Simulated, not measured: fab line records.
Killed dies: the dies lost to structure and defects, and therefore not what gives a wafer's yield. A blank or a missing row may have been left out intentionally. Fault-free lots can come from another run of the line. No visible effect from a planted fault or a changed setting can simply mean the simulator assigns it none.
fab line records + flow n5Finfet
record:
- lots: 8
- wafers: 23
- lastDay: 17
route steps=1938 shown BEOL_M3@949 BEOL_M4@1111
lots with no fault: from the same line, run without faults
startH: hours from the record's opening day to when the first of the lot's shown wafers began + waitH: time in hours since the lot's previous step + " identical to the entry in the row above + L1.1+2: a row that stands for several wafers + - no value, or no start given + * or withheld: withheld + < > ~ a bound
route shown NAME@n: NAME is a module with steps in the file, n the number in the route of the first one + usual: average and standard deviation across the fault-free wafers + same: alike in all rows + chamber/n: place in a boat + sites: readings site by site + _std_site: the values' standard deviation + _edge_site: outer sites' mean less inner sites' + radiusMm: for every site, how far away it sits from the centre of the wafer + mask NAME#n: copy n + behind: tool/chamber where the wafer was last shaped + hold: cause of the lot's hold/its duration in hours/its outcome + device: transistor that didn't switch, given as n, p or np + end of line: the route-end tests of the same wafers + a step without rows: its recipe alone + killed: not the wafer's yield, but the dies lost to structure and defects at the first sort + map: the dies of a wafer, with x for killed, . for not killed, _ for no die there
set.NAME: the setting the step ran with; set.NAME@STEP: the setting that earlier step ran with + model.NAME: the simulator's own value behind a step, which no gauge read
the route's steps for a sample of lots (tables are steps, rows are wafers)
services: the hour from which a tool's chamber was out of use, counted from the record's first day as startH (under 0 if before that day), plus the number of hours and why
== steps ==
step: N5_BEOL_M3_ETCH_63
recipe:
- chemistry: CF4
- target: SiARC
- targetDepthA: 156
- maskMaterial: CAR-EUV
- timeS: 26
- ionEnergyEv: 80
- pressureMtorr: 40
- sourceW: 545
- biasW: 36
- Ar_flow_sccm: 100
- cf4FlowSccm: 100
- ends: cleared
usual:
- biasW: 36.00/0.12
- drypumpMotorCurrentA: 5.6/0.44
- etchRfOnTimeS: 25.9/0.56
- oesProductAu: 0.66/0.076
- rfFwdPowerW: 531.9/2.2
- rfVppV: 184.3/1.3
- showerheadPlenumPTorr: 2.16/0.084
- throttleValvePct: 15.67/0.22
| lot.wafer | tool       | chamber | startH | waitH | biasW | drypumpMotorCurrentA | etchRfOnTimeS | oesProductAu | rfFwdPowerW | rfHoursCounterH | rfVppV | showerheadPlenumPTorr | throttleValvePct |
|-----------|------------|---------|--------|-------|-------|----------------------|---------------|--------------|-------------|-----------------|--------|-----------------------|------------------|
| L742.1    | rieDiel-06 | 1       | 148.12 | 0.0   | 35.99 | 5.6                  | 25.3          | 0.68         | 530.4       | 116             | 183.4  | 1.99                  | 15.45            |
| L742.3    | "          | 3       | "      | "     | 36.01 | 6.1                  | 25.0          | 0.63         | 529.9       | 219             | 184.2  | 2.11                  | 15.72            |
| L742.5    | "          | 3       | "      | "     | 35.98 | 6.1                  | 24.9          | 0.63         | 532.3       | -               | 184.1  | 2.11                  | 15.72            |
| L743.2    | rieDiel-06 | 1       | 160.79 | 0.0   | 35.83 | 5.5                  | 25.6          | 0.67         | 534.1       | 121             | 183.5  | 1.99                  | 15.47            |
| L743.3    | "          | 3       | "      | "     | 35.83 | 6.2                  | 25.5          | 0.62         | 532.3       | 224             | 184.5  | 2.11                  | 15.73            |
| L743.5    | "          | 2       | "      | "     | 35.95 | 4.8                  | 25.2          | 0.82         | 527.5       | -               | 185.7  | 2.28                  | 15.40            |
| L748.1    | rieDiel-04 | 0       | 189.95 | 0.0   | 36.04 | 5.3                  | 26.1          | 0.64         | 531.5       | 174             | 185.6  | 2.21                  | 15.66            |
| L748.3    | "          | 2       | "      | "     | 36.00 | 5.8                  | 26.4          | 0.71         | 533.8       | 61              | 183.5  | 2.17                  | 15.46            |
| L748.6    | "          | 2       | "      | "     | 35.88 | 5.9                  | 26.5          | 0.71         | 533.4       | -               | 183.7  | 2.17                  | 15.45            |
| L749.2    | rieDiel-06 | 2       | 208.58 | 0.0   | 36.16 | 4.8                  | 25.4          | 0.78         | 534.0       | 21              | 185.6  | 2.27                  | 15.46            |
| L749.3    | "          | 3       | "      | "     | 36.04 | 6.2                  | 25.4          | 0.62         | 529.9       | 240             | 184.7  | 2.10                  | 15.78            |
| L749.5    | "          | 1       | "      | "     | 35.96 | 5.5                  | 26.0          | 0.66         | 530.5       | -               | 182.6  | 1.99                  | 15.51            |
| L751.2    | rieDiel-04 | 2       | 214.29 | 0.0   | 35.88 | 5.9                  | 26.6          | 0.70         | 533.8       | 68              | 183.7  | 2.17                  | 15.45            |
| L751.4    | "          | 1       | "      | "     | 35.89 | 5.4                  | 25.5          | 0.60         | 533.6       | 234             | 184.8  | 2.19                  | 16.04            |
| L758.1    | rieDiel-01 | 1       | 246.18 | 0.0   | 36.12 | 6.4                  | 26.3          | 0.63         | 529.8       | 180             | 184.7  | 2.13                  | 15.83            |
| L758.3    | "          | 0       | "      | "     | 35.87 | 6.2                  | 26.8          | 0.59         | 532.9       | 211             | 182.7  | 2.05                  | 16.01            |
| L758.5    | "          | 3       | "      | "     | 36.00 | 5.9                  | 26.9          | 0.57         | 531.4       | -               | 184.2  | 2.12                  | 15.68            |
| L760.1    | rieDiel-06 | 3       | 267.28 | 0.0   | 35.96 | 6.1                  | 25.2          | 0.83         | 528.6       | 3               | 182.9  | 2.10                  | 15.28            |
| L760.4    | "          | 1       | "      | "     | 36.04 | 5.5                  | 25.6          | 0.64         | 531.1       | 154             | 182.6  | 1.98                  | 15.53            |
| L760.5    | "          | 3       | "      | "     | 36.08 | 6.2                  | 25.3          | 0.83         | 531.2       | -               | 183.7  | 2.10                  | 15.29            |
| L761.1    | rieDiel-06 | 3       | 274.48 | 0.0   | 36.13 | 6.2                  | 25.0          | 0.82         | 528.6       | 5               | 182.0  | 2.10                  | 15.30            |
| L761.5    | "          | 0       | "      | "     | 36.21 | 5.6                  | 26.5          | 0.60         | 528.6       | -               | 183.6  | 2.19                  | 15.86            |
| L761.6    | "          | 3       | "      | "     | 35.80 | 6.2                  | 25.1          | 0.82         | 532.9       | -               | 184.5  | 2.10                  | 15.29            |
step: N5_BEOL_M3_DESCUM_33
recipe:
- chemistry: O2
- timeS: 7
- sourcePowerW: 50
- biasPowerW: 20
- pressureMtorr: 20
- rfFrequencyHz: 2.712e+07
- tempC: 40
- resist: CAR-EUV
- o2FlowSccm: 225
usual:
- drypumpMotorCurrentA: 5.6/0.46
- oesProductAu: 0.77/0.08
- rfFwdPowerW: 49.40/0.23
- rfVppV: 243.4/1.7
- showerheadPlenumPTorr: 2.11/0.091
- throttleValvePct: 20.48/0.24
| lot.wafer | tool       | chamber | startH | waitH | drypumpMotorCurrentA | oesProductAu | rfFwdPowerW | rfHoursCounterH | rfVppV | showerheadPlenumPTorr | throttleValvePct |
|-----------|------------|---------|--------|-------|----------------------|--------------|-------------|-----------------|--------|-----------------------|------------------|
| L742.1    | rieDiel-04 | 3       | 151.16 | 1.9   | 6.0                  | 0.71         | 49.56       | 216             | 244.3  | 2.15                  | 20.41            |
| L742.3    | "          | 1       | "      | "     | 5.5                  | 0.70         | 49.31       | 212             | 244.1  | 2.15                  | 20.81            |
| L742.5    | "          | 0       | "      | "     | 5.3                  | 0.76         | 48.89       | -               | 244.7  | 2.19                  | 20.57            |
| L743.2    | rieDiel-06 | 0       | 162.38 | 0.6   | 5.6                  | 0.74         | 49.52       | 187             | 245.4  | 2.17                  | 20.62            |
| L743.3    | "          | 2       | "      | "     | 4.8                  | 0.93         | 49.52       | 6               | 245.1  | 2.22                  | 20.18            |
| L743.5    | "          | 1       | "      | "     | 5.5                  | 0.78         | 49.08       | -               | 240.3  | 1.91                  | 20.14            |
| L748.1    | rieDiel-04 | 1       | 190.90 | 0.0   | 5.4                  | 0.69         | 49.46       | 228             | 244.1  | 2.15                  | 20.83            |
| L748.3    | "          | 2       | "      | "     | 5.9                  | 0.85         | 49.56       | 61              | 242.3  | 2.14                  | 20.38            |
| L748.6    | "          | 3       | "      | "     | 6.0                  | 0.69         | 49.64       | -               | 244.2  | 2.14                  | 20.43            |
| L749.2    | rieDiel-04 | 3       | 209.41 | 0.0   | 6.0                  | 0.69         | 49.77       | 237             | 244.9  | 2.14                  | 20.45            |
| L749.3    | "          | 2       | "      | "     | 5.9                  | 0.84         | 49.46       | 66              | 244.1  | 2.14                  | 20.40            |
| L749.5    | "          | 0       | "      | "     | 5.3                  | 0.75         | 49.24       | -               | 244.6  | 2.18                  | 20.60            |
| L751.2    | rieDiel-04 | 3       | 215.11 | 0.0   | 6.0                  | 0.69         | 49.41       | 239             | 243.5  | 2.14                  | 20.45            |
| L751.4    | "          | 2       | "      | "     | 5.9                  | 0.84         | 49.35       | 68              | 243.8  | 2.14                  | 20.38            |
| L758.1    | rieDiel-06 | 2       | 247.07 | 0.0   | 4.8                  | 0.88         | 49.33       | 33              | 245.2  | 2.21                  | 20.21            |
| L758.3    | "          | 0       | "      | "     | 5.6                  | 0.71         | 49.48       | 212             | 241.8  | 2.16                  | 20.66            |
| L758.5    | "          | 2       | "      | "     | 4.8                  | 0.88         | 49.51       | -               | 244.7  | 2.21                  | 20.21            |
| L760.1    | rieDiel-01 | 2       | 268.35 | 0.0   | 5.1                  | 0.75         | 49.45       | 162             | 243.9  | 2.16                  | 20.46            |
| L760.4    | "          | 0       | "      | "     | 6.2                  | 0.68         | 48.75       | -               | 240.3  | 1.98                  | 20.81            |
| L760.5    | "          | 2       | "      | "     | 5.1                  | 0.75         | 49.49       | -               | 244.2  | 2.16                  | 20.48            |
| L761.1    | rieDiel-06 | 3       | 275.52 | 0.0   | 6.2                  | 0.95         | 49.51       | 6               | 242.0  | 2.07                  | 20.36            |
| L761.5    | "          | 1       | "      | "     | 5.5                  | 0.75         | 49.46       | -               | 238.9  | 1.90                  | 20.15            |
| L761.6    | "          | 2       | "      | "     | 4.8                  | 0.87         | 49.44       | -               | 246.6  | 2.21                  | 20.22            |
step: N5_BEOL_M3_VIA_ETCH_34
recipe:
- chemistry: C4F6/O2
- targetDepthA: 694
- maskMaterial: SOC
- pressureMtorr: 15
- ionEnergyEv: 250
- taperDeg: 4
- timeS: 65.9
- sourceW: 350
- biasW: 170
- Ar_flow_sccm: 300
- C4F6_flow_sccm: 10
- O2_flow_sccm: 10
usual:
- biasW: 169.9/0.5
- drypumpMotorCurrentA: 5.7/0.5
- oes_o_777_au: 0.77/0.088
- oesProductAu: 0.77/0.079
- rfFwdPowerW: 347.1/1.4
- rfVppV: 667/8.5
- runLengthS: 89.2/0.55
- showerheadPlenumPTorr: 2.85/0.12
- throttleValvePct: 30.80/0.24
| lot.wafer | tool       | chamber | startH | waitH | biasW | drypumpMotorCurrentA | oes_o_777_au | oesProductAu | rfFwdPowerW | rfHoursCounterH | rfVppV | runLengthS | showerheadPlenumPTorr | throttleValvePct |
|-----------|------------|---------|--------|-------|-------|----------------------|--------------|--------------|-------------|-----------------|--------|------------|-----------------------|------------------|
| L742.1    | rieDiel-06 | 3       | 159.91 | 0.0   | 169.4 | 6.2                  | 0.77         | 0.73         | 348.2       | 224             | 659    | 88.4       | 2.80                  | 30.88            |
| L742.3    | "          | 1       | "      | "     | 169.1 | 5.5                  | 0.76         | 0.79         | 347.6       | 121             | 674    | 89.2       | 2.63                  | 30.52            |
| L742.5    | "          | 2       | "      | "     | 169.4 | 4.8                  | 0.98         | 0.97         | 345.9       | -               | 666    | 90.5       | 3.01                  | 30.52            |
| L743.2    | rieDiel-04 | 2       | 164.60 | 0.0   | 169.7 | 5.9                  | 0.86         | 0.83         | 346.8       | 52              | 649    | 89.7       | 2.88                  | 30.50            |
| L743.3    | "          | 0       | "      | "     | 169.9 | 5.3                  | 0.76         | 0.75         | 344.9       | 164             | 683    | 89.4       | 2.96                  | 30.96            |
| L743.5    | "          | 0       | "      | "     | 169.9 | 5.3                  | 0.76         | 0.75         | 345.5       | -               | 682    | 89.7       | 2.96                  | 30.95            |
| L748.1    | rieDiel-06 | 0       | 191.83 | 0.0   | 169.8 | 5.6                  | 0.71         | 0.71         | 347.2       | 196             | 662    | 89.3       | 2.92                  | 30.83            |
| L748.3    | "          | 2       | "      | "     | 169.2 | 4.8                  | 0.94         | 0.92         | 347.6       | 16              | 666    | 89.9       | 3.01                  | 30.52            |
| L748.6    | "          | 0       | "      | "     | 170.0 | 5.6                  | 0.71         | 0.73         | 346.4       | -               | 660    | 89.2       | 2.92                  | 30.83            |
| L749.2    | rieDiel-06 | 2       | 211.99 | 0.0   | 169.8 | 4.8                  | 0.92         | 0.91         | 347.6       | 22              | 666    | 95.4       | 3.01                  | 30.53            |
| L749.3    | "          | 0       | "      | "     | 170.5 | 5.6                  | 0.71         | 0.71         | 345.5       | 202             | 660    | 89.4       | 2.92                  | 30.85            |
| L749.5    | "          | 3       | "      | "     | 170.3 | 6.2                  | 0.76         | 0.72         | 348.5       | -               | 661    | 93.5       | 2.79                  | 30.90            |
| L751.2    | rieDiel-06 | 1       | 215.72 | 0.0   | 170.4 | 5.6                  | 0.74         | 0.77         | 346.8       | 138             | 672    | 94.4       | 2.62                  | 30.52            |
| L751.4    | "          | 2       | "      | "     | 170.1 | 4.8                  | 0.92         | 0.91         | 348.1       | 23              | 665    | 89.9       | 3.01                  | 30.54            |
| L758.1    | rieDiel-06 | 2       | 247.85 | 0.0   | 170.4 | 4.8                  | 0.90         | 0.89         | 347.5       | 33              | 664    | 90.0       | 3.00                  | 30.54            |
| L758.3    | "          | 0       | "      | "     | 170.5 | 5.6                  | 0.70         | 0.72         | 347.4       | 212             | 662    | 89.6       | 2.92                  | 30.85            |
| L758.5    | "          | 2       | "      | "     | 170.7 | 4.8                  | 0.90         | 0.89         | 349.2       | -               | 664    | 95.1       | 3.00                  | 30.53            |
| L760.1    | rieDiel-04 | 3       | 274.34 | 0.0   | 169.7 | 6.0                  | 0.94         | 0.96         | 350.4       | 1               | 663    | 89.0       | 2.91                  | 30.25            |
| L760.4    | "          | 0       | "      | "     | 170.0 | 5.4                  | 0.73         | 0.73         | 347.4       | -               | 681    | 89.2       | 2.94                  | 30.98            |
| L760.5    | "          | 2       | "      | "     | 170.1 | 5.9                  | 0.82         | 0.82         | 349.3       | -               | 649    | 89.4       | 2.86                  | 30.51            |
| L761.1    | rieDiel-01 | 0       | 279.29 | 0.0   | 170.1 | 6.2                  | 0.67         | 0.68         | 344.8       | 225             | 662    | 88.3       | 2.69                  | 31.21            |
| L761.5    | "          | 0       | "      | "     | 170.4 | 6.2                  | 0.68         | 0.68         | 345.0       | -               | 660    | 88.3       | 2.69                  | 31.20            |
| L761.6    | "          | 1       | "      | "     | 169.5 | 6.4                  | 0.74         | 0.74         | 347.6       | -               | 669    | 88.8       | 2.81                  | 30.75            |
step: N5_BEOL_M3_PRE_CLEAN_45
recipe:
- gas: H2/He
- timeS: 30
- tempC: 250
usual:
- heaterPowerW: 335/40
| lot.wafer | tool          | chamber | startH | waitH | heaterPowerW |
|-----------|---------------|---------|--------|-------|--------------|
| L742.1    | pvdSputter-03 | -       | 160.78 | 0.0   | 348          |
| L742.3    | "             | -       | "      | "     | 340          |
| L742.5    | "             | -       | "      | "     | 344          |
| L743.2    | pvdSputter-03 | -       | 165.20 | 0.0   | 350          |
| L743.3    | "             | -       | "      | "     | 372          |
| L743.5    | "             | -       | "      | "     | 335          |
| L748.1    | pvdSputter-02 | -       | 193.58 | 0.0   | 262          |
| L748.3    | "             | -       | "      | "     | 302          |
| L748.6    | "             | -       | "      | "     | 261          |
| L749.2    | pvdSputter-01 | -       | 213.26 | 0.0   | 398          |
| L749.3    | "             | -       | "      | "     | 382          |
| L749.5    | "             | -       | "      | "     | 372          |
| L751.2    | pvdSputter-02 | -       | 216.21 | 0.0   | 316          |
| L751.4    | "             | -       | "      | "     | 363          |
| L758.1    | pvdSputter-03 | -       | 248.84 | 0.0   | 341          |
| L758.3    | "             | -       | "      | "     | 370          |
| L758.5    | "             | -       | "      | "     | 369          |
| L760.1    | pvdSputter-01 | -       | 275.14 | 0.0   | 393          |
| L760.4    | "             | -       | "      | "     | 353          |
| L760.5    | "             | -       | "      | "     | 380          |
| L761.1    | pvdSputter-01 | -       | 280.13 | 0.0   | 284          |
| L761.5    | "             | -       | "      | "     | 396          |
| L761.6    | "             | -       | "      | "     | 354          |
step: N5_BEOL_M4_RC_MEAS_101
usual:
- DIBL_N: 35.9/1.8
- DIBL_P: 36.2/2
- IOFF_N: 0.16/0.031
- IOFF_P: 0.22/0.041
- ION_N: 676/11
- ION_P: 465/8.5
- SS_N: 71.4/0.64
- SS_P: 73.2/0.7
- VT_N: 250/3.5
- VT_P: -250/3.9
| lot.wafer | tool      | chamber | startH | waitH | DIBL_N[mV/V] | DIBL_P[mV/V] | IOFF_N[nA/um] | IOFF_P[nA/um] | ION_N[uA/um] | ION_P[uA/um] | SS_N[mV/dec] | SS_P[mV/dec] | VT_N[mV] | VT_P[mV] |
|-----------|-----------|---------|--------|-------|--------------|--------------|---------------|---------------|--------------|--------------|--------------|--------------|----------|----------|
| L742.1    | prober-02 | 0       | 172.36 | 0.0   | 35.3         | 37.7         | 0.15          | 0.21          | 681          | 472          | 70.8         | 73.5         | 250      | -250     |
| L742.3    | "         | 0       | "      | "     | 34.0         | 35.3         | 0.13          | 0.18          | 657          | 456          | 70.9         | 73.1         | 253      | -252     |
| L742.5    | "         | 0       | "      | "     | 35.9         | 37.8         | 0.16          | 0.22          | 688          | 467          | 70.8         | 73.5         | 251      | -249     |
| L743.2    | prober-02 | 0       | 182.35 | 0.2   | 36.6         | 35.9         | 0.17          | 0.19          | 673          | 449          | 71.5         | 73.4         | 250      | -251     |
| L743.3    | "         | 0       | "      | "     | 33.5         | 32.5         | 0.11          | 0.15          | 657          | 450          | 70.8         | 71.8         | 252      | -254     |
| L743.5    | "         | 0       | "      | "     | 35.1         | 35.4         | 0.15          | 0.18          | 676          | 457          | 71.1         | 72.0         | 250      | -251     |
| L748.1    | prober-01 | 0       | 214.18 | 0.0   | 34.1         | 32.5         | 0.12          | 0.19          | 672          | 468          | 71.3         | 72.5         | 253      | -250     |
| L748.3    | "         | 0       | "      | "     | 36.5         | 35.7         | 0.17          | 0.24          | 682          | 464          | 71.4         | 73.8         | 247      | -247     |
| L748.6    | "         | 0       | "      | "     | 36.3         | 35.0         | 0.16          | 0.22          | 675          | 459          | 71.6         | 72.7         | 249      | -247     |
| L749.2    | prober-01 | 0       | 231.62 | 0.2   | 34.9         | 37.0         | 0.15          | 0.21          | 687          | 466          | 71.2         | 73.0         | 249      | -249     |
| L749.3    | "         | 0       | "      | "     | 35.7         | 37.8         | 0.17          | 0.23          | 681          | 467          | 72.0         | 73.2         | 251      | -249     |
| L749.5    | "         | 0       | "      | "     | 34.9         | 37.7         | 0.15          | 0.23          | 675          | 468          | 71.4         | 73.7         | 249      | -249     |
| L751.2    | prober-01 | 0       | 238.46 | 0.2   | 37.4         | 37.1         | 0.16          | 0.21          | 679          | 465          | 71.1         | 73.3         | 248      | -253     |
| L751.4    | "         | 0       | "      | "     | 38.1         | 37.7         | 0.18          | 0.24          | 680          | 473          | 72.2         | 73.7         | 249      | -250     |
| L758.1    | prober-01 | 0       | 269.86 | 0.0   | 37.3         | 38.5         | 0.21          | 0.24          | 689          | 464          | 72.4         | 74.3         | 245      | -249     |
| L758.3    | "         | 0       | "      | "     | 36.9         | 37.9         | 0.20          | 0.23          | 689          | 468          | 71.9         | 74.2         | 244      | -251     |
| L758.5    | "         | 0       | "      | "     | 38.6         | 39.0         | 0.22          | 0.24          | 691          | 463          | 71.9         | 74.4         | 246      | -250     |
| L760.1    | prober-01 | 0       | 290.67 | 0.0   | 38.3         | 40.2         | 0.22          | 0.28          | 679          | 470          | 72.5         | 74.3         | 247      | -245     |
| L760.4    | "         | 0       | "      | "     | 38.3         | 39.0         | 0.20          | 0.26          | 685          | 476          | 72.2         | 73.0         | 246      | -246     |
| L760.5    | "         | 0       | "      | "     | 37.5         | 37.9         | 0.18          | 0.24          | 678          | 464          | 72.2         | 73.7         | 248      | -247     |
| L761.1    | prober-01 | 0       | 292.51 | 0.0   | 36.6         | 37.1         | 0.16          | 0.25          | 684          | 476          | 71.8         | 72.6         | 248      | -247     |
| L761.5    | "         | 0       | "      | "     | 37.2         | 37.5         | 0.16          | 0.26          | 673          | 470          | 71.3         | 73.7         | 251      | -247     |
| L761.6    | "         | 0       | "      | "     | 38.2         | 39.3         | 0.21          | 0.30          | 702          | 484          | 71.5         | 73.6         | 244      | -246     |
== services ==
| tool          | chamber | startH | hours | kind                         |
|---------------|---------|--------|-------|------------------------------|
| rieDiel-06    | 2       | 130.38 | -     | clean                        |
| rieDiel-06    | 2       | 130.38 | -     | consumableReplace:focusRing  |
| rieDiel-06    | 2       | 130.38 | -     | consumableReplace:showerhead |
| rieDiel-06    | 2       | 130.38 | 17.2  | scheduledDown                |
| rieDiel-06    | 2       | 130.38 | 17.2  | ventCycle                    |
| rieDiel-01    | -       | 142.97 | 28.1  | pm                           |
| rieDiel-06    | -       | 151.78 | 0.2   | repair                       |
| rieDiel-06    | 3       | 242.81 | -     | clean                        |
| rieDiel-06    | 3       | 242.81 | -     | consumableReplace:focusRing  |
| rieDiel-06    | 3       | 242.81 | 17.0  | scheduledDown                |
| rieDiel-06    | 3       | 242.81 | 17.0  | ventCycle                    |
| rieDiel-01    | 2       | 244.51 | 16.5  | repair                       |
| rieDiel-04    | 3       | 251.21 | -     | clean                        |
| rieDiel-04    | 3       | 251.21 | -     | consumableReplace:focusRing  |
| rieDiel-04    | 3       | 251.21 | 22.0  | scheduledDown                |
| rieDiel-04    | 3       | 251.21 | 22.0  | ventCycle                    |
| pvdSputter-03 | -       | 254.06 | 7.5   | repair                       |
| rieDiel-01    | 3       | 261.45 | -     | clean                        |
| rieDiel-01    | 3       | 261.45 | -     | consumableReplace:focusRing  |
| rieDiel-01    | 3       | 261.45 | 23.1  | scheduledDown                |
| rieDiel-04    | 1       | 273.24 | -     | clean                        |
| rieDiel-04    | 1       | 273.24 | -     | consumableReplace:focusRing  |
| rieDiel-04    | 1       | 273.24 | 28.3  | scheduledDown                |
| rieDiel-04    | 1       | 273.24 | 28.3  | ventCycle                    |
== key ==
firstSign:
- step: N5_BEOL_M3_VIA_ETCH_34
- reading: runLengthS
- direction: up
- sigmas: 9.9
- usual: *
- struck: *
effect none on later readings
metAt N5_BEOL_M3_VIA_ETCH_34
struckLots L749,L751,L758
struckWafers L749.2,L749.5,L751.2,L758.5
notActingAt N5_BEOL_M3_ETCH_63,N5_BEOL_M3_DESCUM_33,N5_BEOL_M3_PRE_CLEAN_45
onsetBetween 191.83 211.99
fault:
- kind: processParameterDrift
- tool: rieDiel-06
- chamber: -
- onsetH: 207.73
- steps: N5_BEOL_M3_VIA_ETCH_34
- channel: timeS
- offset: *
- shape: step
- endH: 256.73
- scope: struckWafersOnly
- actsIn: *
- stated: *
